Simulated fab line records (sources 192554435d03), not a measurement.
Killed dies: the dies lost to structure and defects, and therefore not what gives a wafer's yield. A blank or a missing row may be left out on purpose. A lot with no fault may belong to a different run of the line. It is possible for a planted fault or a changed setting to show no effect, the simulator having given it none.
Split-lot trial -- flow n5Finfet -- 7 lots, 39 wafers read, on a route of 1938 steps

== ON THE SPLIT ==
At N5_BEOL_M13_SPUTTER_43 (material TaN, target thk 15 nm, time 24.19 s), the setting timeS was moved away from the recipe's 24.19 s on 15 of the 39 wafers read, by -49.2% to +57.6%. This setting was run at the recipe's value on the other wafers.

== FROM THE SPLIT TO THE READING: what the file shows between them, 4 steps ==
- N5_BEOL_M13_SPUTTER_44: material Ta, target thk 10 nm, time 16.13 s
- N5_BEOL_M13_SPUTTER_45: material Cu, target thk 80 nm, time 13.33 s
- N5_BEOL_M13_ECD_47: material Cu, target thk 936 nm
- N5_BEOL_M13_ANNEAL_48: time 90 s

== THE READING ==
barrierFieldEndpointS, in s, at N5_BEOL_M13_CMP_49 (polishes, stops on SiOC, t overpolish 17.1 s, target thk 420 nm). A value of 30.1 s with a standard deviation of 1 s is what fault-free wafers of this fab line usually give.

wafer,"tool, chamber at the split","timeS as run, s",against the recipe,"barrierFieldEndpointS, s",against lot-mates on the recipe
L074.3,"pvdSputter-03, -",24.19,recipe,30.4,-
L074.6,"pvdSputter-03, -",24.19,recipe,29.7,-
L074.5,"pvdSputter-03, -",24.19,recipe,30.7,-
L075.4,"pvdSputter-03, -",24.19,recipe,28.6,-
L075.3,"pvdSputter-03, -",24.19,recipe,28.5,-
L075.1,"pvdSputter-03, -",24.19,recipe,29.1,-
L075.2,"pvdSputter-03, -",24.19,recipe,29.3,-
L075.5,"pvdSputter-03, -",24.19,recipe,28.6,-
L075.6,"pvdSputter-03, -",24.19,recipe,28.7,-
L081.4,"pvdSputter-02, -",24.19,recipe,29.7,-
L081.1,"pvdSputter-02, -",33.47,+38.4%,35.7,+5.6
L081.2,"pvdSputter-02, -",24.19,recipe,29.9,-
L081.3,"pvdSputter-02, -",33.47,+38.4%,36.5,+6.4
L081.5,"pvdSputter-02, -",24.19,recipe,30.6,-
L081.6,"pvdSputter-02, -",33.47,+38.4%,35.5,+5.4
L080.3,"pvdSputter-01, -",24.19,recipe,28.7,-
L080.1,"pvdSputter-01, -",12.33,-49.0%,21.3,-8.6
L080.2,"pvdSputter-01, -",24.19,recipe,30.5,-
L080.4,"pvdSputter-01, -",24.19,recipe,30.5,-
L080.5,"pvdSputter-01, -",12.33,-49.0%,21.2,-8.7
L080.6,"pvdSputter-01, -",12.33,-49.0%,21.7,-8.2
L088.4,"pvdSputter-02, -",24.19,recipe,29.8,-
L088.1,"pvdSputter-02, -",12.28,-49.2%,20.4,-9.5
L088.3,"pvdSputter-02, -",24.19,recipe,29.5,-
L088.2,"pvdSputter-02, -",12.28,-49.2%,21.5,-8.4
L088.5,"pvdSputter-02, -",12.28,-49.2%,20.3,-9.6
L088.6,"pvdSputter-02, -",24.19,recipe,30.4,-
L093.4,"pvdSputter-02, -",38.12,+57.6%,41.3,+11.2
L093.1,"pvdSputter-02, -",38.12,+57.6%,39.8,+9.7
L093.3,"pvdSputter-02, -",24.19,recipe,30.3,-
L093.2,"pvdSputter-02, -",24.19,recipe,29.9,-
L093.5,"pvdSputter-02, -",24.19,recipe,30.0,-
L093.6,"pvdSputter-02, -",38.12,+57.6%,40.3,+10.2
L094.1,"pvdSputter-03, -",24.19,recipe,32.0,-
L094.4,"pvdSputter-03, -",31.12,+28.6%,37.6,+5.8
L094.3,"pvdSputter-03, -",31.12,+28.6%,34.4,+2.6
L094.2,"pvdSputter-03, -",24.19,recipe,31.5,-
L094.5,"pvdSputter-03, -",24.19,recipe,31.9,-
L094.6,"pvdSputter-03, -",31.12,+28.6%,37.9,+6.1

THE FIT
A straight line over all 39 wafers: barrierFieldEndpointS changes by +0.182 s for each +1% of timeS; r = +0.98; the points scatter about the line by 1.1 s.
The same after taking each lot's own level away (the mean of its wafers on the recipe; 39 wafers): +0.176 s for each +1%; r = +0.99; scatter 0.7 s.
Per that fit: largest timeS move, reading shift of 10 s.
Across the lots, their own levels run from 28.80 to 31.80 s, a range of 3.0 times the standard deviation given above.
The two slopes are in agreement: the lot-to-lot level therefore moves the slope only a little.
Check: with one of the wafers moved furthest among these (+57.6%) left out of the fit, the line predicts +9.84 s for it against its lot-mates. Against them it came out at +11.2 s.

== THE OTHER SPLITS THESE WAFERS WENT THROUGH ==
Other splits were also applied to these wafers ahead of the reading. Each is held against what the fit with the lots' levels taken away leaves over:
other split on the same wafers,wafers away from the commonest value,r with barrierFieldEndpointS (lot level and that fit taken away)
N5_BEOL_M6_ETCH_62 timeS,15,-0.04
N5_BEOL_M9_CVD_78 targetThkA,12,+0.20
N5_BEOL_M10_DEP_56 targetThkA,6,-0.09

== THE WHOLE CHAIN: every reading that the file lists as answering this split, in the file's order ==
step,what it does,reading,change (the file's fit),r (the file's)
N5_BEOL_M13_SPUTTER_43,"material TaN, target thk 15 nm, time 24.19 s","TaN_of_BEOL_M13_SPUTTER_43.thkNm (the simulator's own value, which no gauge read)",+0.15 nm for each +1% of the setting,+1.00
N5_BEOL_M13_CMP_49,"polishes, stops on SiOC, t overpolish 17.1 s, target thk 420 nm",barrierFieldEndpointS,+0.176 s for each +1% of the setting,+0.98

== FILE'S OWN FIT ==
barrierFieldEndpointS changes by +0.176 s for each +1% of timeS, r = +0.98.
